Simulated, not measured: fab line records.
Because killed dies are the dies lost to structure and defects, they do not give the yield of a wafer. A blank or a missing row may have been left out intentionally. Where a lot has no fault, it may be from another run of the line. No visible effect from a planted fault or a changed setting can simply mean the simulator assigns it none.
Matching of chambers -- flow nand_harc -- NHARC_P_ZERO_WELL_ETCH_65 on rie_diel-02 has 4 sister chambers
The step etches the open film in N2/H2, target depth 80 nm, overetch 24 nm, time 87.88 s. 8 wafers are shown with their chamber, then 7 later ones without.

EACH WAFER AND ITS CHAMBER
wafer,chamber,drypump_motor_current_A (A),showerhead_plenum_p_Torr (Torr)
L673.1,1,6.0,2.06
L677.2,1,6.0,2.05
L677.3,2,4.9,2.14
L679.1,2,4.8,2.14
L681.1,3,5.6,2.07
L681.6,0,6.3,2.06
L688.3,3,5.6,2.06
L688.5,0,6.2,2.06

WAFERS WITH NO CHAMBER GIVEN
wafer,drypump_motor_current_A (A),showerhead_plenum_p_Torr (Torr)
L688.6,5.6,2.06
L690.2,6.2,2.06
L690.4,4.9,2.14
L690.5,5.6,2.06
L691.1,5.6,2.06
L691.3,6.0,2.05
L691.4,6.3,2.06

EACH ONE'S CHAMBER
wafer,from the rows above,in truth
L688.6,3,3
L690.2,0,0
L690.4,2,2
L690.5,3,3
L691.1,3,3
L691.3,1,1
L691.4,0,0
Correct placement for 7 of the 7. Left unplaced by these rows: 0. Placed wrongly: 0.
How it was worked out, from the rows above alone: a wafer's distance from a chamber is the root of the sum, over the readings, of the square of ((its reading less the chamber's mean) divided by the reading's scatter). The wafer belongs to the nearest chamber; if the next one is less than 2 further off, it can't be placed. The mean given for a chamber averages the wafers shown for that chamber. How the scatter is found: for the shown wafers, subtract from each reading the mean of its chamber, square and add these, divide the total by (wafers less chambers), then take the root.
